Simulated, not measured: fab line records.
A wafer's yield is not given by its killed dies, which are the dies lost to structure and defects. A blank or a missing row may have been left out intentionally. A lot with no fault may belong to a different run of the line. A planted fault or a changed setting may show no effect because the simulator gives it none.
Which of the tools did it? -- flow n5Finfet -- 23 lots, 69 wafers sampled, at 3 steps of a route of 1938

== WHAT EACH GAUGE READ, for each wafer ==
N5_BEOL_M10_INSPECT_58: inspects for defects (darkfield). Usual: rawDefectCount 68, standard deviation 21.
lot,measured,on,rawDefectCount,flag
L074,day 10 05:18,defectInspect-02,41 70 44,
L075,day 10 11:13,defectInspect-02,62 57 82,
L076,day 10 22:06,defectInspect-02,64 57 54,
L077,day 10 22:54,defectInspect-02,52 50 47,
L078,day 11 01:38,defectInspect-01,79 81 100,
L081,day 11 19:28,defectInspect-02,60 43 60,
L080,day 12 00:07,defectInspect-02,43 66 47,
L082,day 12 04:34,defectInspect-02,76 87 76,
L083,day 12 08:56,defectInspect-02,68 93 56,
L084,day 12 17:28,defectInspect-01,74 94 118,
L086,day 13 09:55,defectInspect-02,83 47 59,
L085,day 13 12:54,defectInspect-02,63 61 52,
L089,day 13 17:29,defectInspect-02,73 73 90,
L087,day 13 19:25,defectInspect-01,85 113 78,
L088,day 13 20:59,defectInspect-02,42 34 58,
L090,day 14 11:44,defectInspect-01,64 47 52,
L093,day 14 15:25,defectInspect-02,76 130 125,
L091,day 14 15:57,defectInspect-01,59 56 51,
L092,day 14 22:10,defectInspect-02,61 91 99,
L094,day 14 23:01,defectInspect-01,101 66 53,
L095,day 15 22:32,defectInspect-01,81 49 58,
L097,day 16 01:15,defectInspect-01,53 130 54,
L096,day 16 02:40,defectInspect-01,48 54 42,

N5_BEOL_M11_INSPECT_13: inspects for defects (brightfield). Usual: rawDefectCount 378, standard deviation 95.
lot,measured,on,rawDefectCount,flag
L074,day 10 08:16,defectInspect-01,274 429 342,
L075,day 10 13:07,defectInspect-02,439 414 395,
L076,day 11 01:33,defectInspect-02,411 259 350,
L077,day 11 01:47,defectInspect-01,293 336 319,
L078,day 11 04:35,defectInspect-02,391 424 531,
L081,day 11 21:22,defectInspect-01,416 419 355,
L080,day 12 03:13,defectInspect-02,355 413 259,
L082,day 12 06:41,defectInspect-02,414 412 256,
L083,day 12 12:04,defectInspect-01,520 564 321,
L084,day 12 20:38,defectInspect-01,552 527 536,
L086,day 13 11:21,defectInspect-01,446 226 234,
L085,day 13 15:40,defectInspect-01,372 300 275,
L089,day 13 19:14,defectInspect-02,287 249 400,
L087,day 13 21:40,defectInspect-02,603 485 372,
L088,day 13 22:40,defectInspect-02,285 306 233,
L090,day 14 13:53,defectInspect-01,286 266 335,
L093,day 14 17:35,defectInspect-02,492 435 492,
L091,day 14 17:47,defectInspect-01,372 361 278,
L092,day 14 23:37,defectInspect-02,543 482 494,
L094,day 15 01:42,defectInspect-01,337 369 305,
L095,day 16 00:13,defectInspect-01,480 324 441,
L097,day 16 03:01,defectInspect-01,303 403 311,
L096,day 16 08:56,defectInspect-01,253 277 310,

== WHAT TOOL EACH LOT RAN ON (gives the tool, then ch and the chambers of the sampled wafers, and finally the start) ==
lot,N5_BEOL_M10_DESCUM_33
L074,"rieDiel-05 ch 2,3, day 10 00:06"
L075,"rieDiel-05 ch 1,2, day 10 07:44"
L076,"rieDiel-03 ch 2,3, day 10 18:08"
L077,"rieDiel-03 ch 1,2,3, day 10 18:37"
L078,"rieDiel-03 ch 1,2,3, day 10 20:52"
L081,"rieDiel-03 ch 0,1, day 11 15:33"
L080,"rieDiel-04 ch 0,1,2, day 11 20:00"
L082,"rieDiel-03 ch 0,1, day 12 01:26"
L083,"rieDiel-05 ch 0,2, day 12 05:44"
L084,"rieDiel-04 ch 1,2, day 12 13:59"
L086,"rieDiel-04 ch 0,3, day 13 06:36"
L085,"rieDiel-04 ch 0,1,3, day 13 09:39"
L089,"rieDiel-04 ch 0,2,3, day 13 14:29"
L087,"rieDiel-05 ch 0,1,2, day 13 16:34"
L088,"rieDiel-03 ch 1,2,3, day 13 17:22"
L090,"rieDiel-04 ch 0,1,3, day 14 08:23"
L093,"rieDiel-04 ch 2,3, day 14 11:31"
L091,"rieDiel-05 ch 0,1,2, day 14 12:35"
L092,"rieDiel-04 ch 2,3, day 14 18:46"
L094,"rieDiel-04 ch 0,1,2, day 14 19:20"
L095,"rieDiel-05 ch 0,1,3, day 15 19:29"
L097,"rieDiel-05 ch 0,1,2, day 15 22:20"
L096,"rieDiel-03 ch 1,2, day 15 22:27"
- N5_BEOL_M10_DESCUM_33: chemistry O2, time 7.9 s.

== AS READ BY THE TOOLS THEMSELVES (means over the sampled wafers that have a number; for cases with no such wafer, the mark the record gives instead) ==
N5_BEOL_M10_DESCUM_33. Usual: drypumpMotorCurrentA 6.0 A, standard deviation 0.39; oesProductAu 0.82 a.u., standard deviation 0.078; rfVppV 243.2 V, standard deviation 1.4; showerheadPlenumPTorr 2.09 Torr, standard deviation 0.067; throttleValvePct 20.43 %, standard deviation 0.25.
lot,tool,drypumpMotorCurrentA (A),oesProductAu (a.u.),rfVppV (V),showerheadPlenumPTorr (Torr),throttleValvePct (%),flag
L074,rieDiel-05,6.2,0.73,243.6,2.11,20.60,
L075,rieDiel-05,6.2,0.87,242.0,2.05,20.38,
L076,rieDiel-03,6.0,0.75,243.4,2.11,20.53,
L077,rieDiel-03,6.1,0.78,243.2,2.10,20.62,
L078,rieDiel-03,6.1,0.79,244.0,2.09,20.62,
L081,rieDiel-03,6.2,0.85,243.1,2.06,20.65,
L080,rieDiel-04,5.6,0.83,242.9,2.08,20.21,
L082,rieDiel-03,6.0,0.83,242.8,2.08,20.67,
L083,rieDiel-05,6.1,0.80,240.9,2.02,20.19,
L084,rieDiel-04,5.8,0.74,242.7,2.06,20.33,
L086,rieDiel-04,5.7,0.89,244.8,2.17,20.31,
L085,rieDiel-04,5.9,0.81,243.2,2.15,20.42,
L089,rieDiel-04,5.7,0.88,244.4,2.13,20.26,
L087,rieDiel-05,6.2,0.80,241.2,2.03,20.31,
L088,rieDiel-03,6.1,0.85,243.6,2.09,20.56,
L090,rieDiel-04,5.9,0.80,243.6,2.14,20.43,
L093,rieDiel-04,6.0,0.86,244.4,2.16,20.39,
L091,rieDiel-05,6.2,0.80,241.8,2.02,20.33,
L092,rieDiel-04,6.0,0.85,243.3,2.16,20.41,
L094,rieDiel-04,5.6,0.80,242.0,2.07,20.26,
L095,rieDiel-05,6.2,0.85,243.9,2.06,20.42,
L097,rieDiel-05,6.2,0.79,241.4,2.02,20.34,
L096,rieDiel-03,6.1,0.84,242.7,2.06,20.69,

== THE ANSWER, worked out from the rows above alone ==
Rule: lot off if the mean of its wafers having a number is beyond 3 standard deviations from the usual mean. A lot without any number at a reading at which 4 lots or more have one is off too. All remaining lots with rows at the step are treated as sound. The gauges are gone through in route order, then the tools' own readings, and for those a lot's mean is taken as printed above. At the first step where some lot is off, the reading lying furthest off is the one used; lots without a number count as furthest.
Across all readings shown, no lot is off: no conclusion can be drawn from this.

== WHAT WAS PUT IN BY THE SIMULATOR ==
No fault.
